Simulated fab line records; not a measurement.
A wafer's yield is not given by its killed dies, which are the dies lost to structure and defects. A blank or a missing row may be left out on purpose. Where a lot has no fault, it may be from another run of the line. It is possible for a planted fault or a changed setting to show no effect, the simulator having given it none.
Chamber matching / flow n5Finfet / rieDiel-05 running N5_BEOL_M12_VIA_ETCH_16: 4 sister chambers
The step etches SiOC in C4F8/O2/Ar, target depth 724.8 nm. 14 wafers are shown with their chamber, then 7 later ones without.

WAFERS PAIRED WITH THEIR CHAMBERS
wafer=L074.1; chamber=1; drypumpMotorCurrentA (A)=4.9; oesProductAu (a.u.)=0.62; throttleValvePct (%)=24.16
wafer=L074.5; chamber=1; drypumpMotorCurrentA (A)=5.0; oesProductAu (a.u.)=0.63; throttleValvePct (%)=24.16
wafer=L074.6; chamber=0; drypumpMotorCurrentA (A)=6.3; oesProductAu (a.u.)=0.69; throttleValvePct (%)=24.23
wafer=L077.1; chamber=0; drypumpMotorCurrentA (A)=6.3; oesProductAu (a.u.)=0.69; throttleValvePct (%)=24.22
wafer=L077.3; chamber=2; drypumpMotorCurrentA (A)=5.9; oesProductAu (a.u.)=0.74; throttleValvePct (%)=24.06
wafer=L077.6; chamber=1; drypumpMotorCurrentA (A)=4.9; oesProductAu (a.u.)=0.62; throttleValvePct (%)=24.18
wafer=L081.2; chamber=0; drypumpMotorCurrentA (A)=6.3; oesProductAu (a.u.)=0.68; throttleValvePct (%)=24.25
wafer=L081.3; chamber=3; drypumpMotorCurrentA (A)=5.6; oesProductAu (a.u.)=0.88; throttleValvePct (%)=23.79
wafer=L081.5; chamber=2; drypumpMotorCurrentA (A)=6.0; oesProductAu (a.u.)=0.73; throttleValvePct (%)=24.06
wafer=L084.1; chamber=0; drypumpMotorCurrentA (A)=6.3; oesProductAu (a.u.)=0.67; throttleValvePct (%)=24.24
wafer=L084.4; chamber=0; drypumpMotorCurrentA (A)=6.3; oesProductAu (a.u.)=0.68; throttleValvePct (%)=24.24
wafer=L084.6; chamber=2; drypumpMotorCurrentA (A)=5.9; oesProductAu (a.u.)=0.73; throttleValvePct (%)=24.09
wafer=L086.1; chamber=2; drypumpMotorCurrentA (A)=5.9; oesProductAu (a.u.)=0.73; throttleValvePct (%)=24.07
wafer=L086.2; chamber=0; drypumpMotorCurrentA (A)=6.3; oesProductAu (a.u.)=0.67; throttleValvePct (%)=24.26

SIGNATURES (averages over the wafers above)
reading=drypumpMotorCurrentA; chamber 0=6.300; chamber 1=4.933; chamber 2=5.925; chamber 3=5.600; scatter within a chamber=0.0376
reading=oesProductAu; chamber 0=0.6800; chamber 1=0.6233; chamber 2=0.7325; chamber 3=0.8800; scatter within a chamber=0.00736
reading=throttleValvePct; chamber 0=24.2400; chamber 1=24.1667; chamber 2=24.0700; chamber 3=23.7900; scatter within a chamber=0.0137
Rule: for each reading, subtract the chamber's mean from the wafer's reading, divide by that reading's scatter and square the result; add these up over the readings and take the root, which gives the wafer's distance from the chamber. The wafer belongs to the nearest chamber; if the next one is less than 2 further off, it can't be placed. How the scatter is found: for the shown wafers, subtract from each reading the mean of its chamber, square and add these, divide the total by (wafers less chambers), then take the root.

WAFERS WHOSE CHAMBER IS MISSING
wafer=L086.3; drypumpMotorCurrentA (A)=4.9; oesProductAu (a.u.)=0.62; throttleValvePct (%)=24.19
wafer=L090.1; drypumpMotorCurrentA (A)=6.3; oesProductAu (a.u.)=0.66; throttleValvePct (%)=24.26
wafer=L090.2; drypumpMotorCurrentA (A)=4.9; oesProductAu (a.u.)=0.60; throttleValvePct (%)=24.21
wafer=L090.6; drypumpMotorCurrentA (A)=6.0; oesProductAu (a.u.)=0.71; throttleValvePct (%)=24.10
wafer=L097.1; drypumpMotorCurrentA (A)=6.3; oesProductAu (a.u.)=0.64; throttleValvePct (%)=24.30
wafer=L097.4; drypumpMotorCurrentA (A)=6.3; oesProductAu (a.u.)=0.64; throttleValvePct (%)=24.32
wafer=L097.5; drypumpMotorCurrentA (A)=6.3; oesProductAu (a.u.)=0.64; throttleValvePct (%)=24.31

THE CHAMBER EACH PASSED THROUGH
wafer=L086.3; from the rows above=1; in truth=1
wafer=L090.1; from the rows above=0; in truth=0
wafer=L090.2; from the rows above=1; in truth=1
wafer=L090.6; from the rows above=2; in truth=2
wafer=L097.1; from the rows above=0; in truth=0
wafer=L097.4; from the rows above=0; in truth=0
wafer=L097.5; from the rows above=0; in truth=0
Correct placement for 7 of the 7. From these rows, 0 cannot be placed. Wrongly placed: 0.
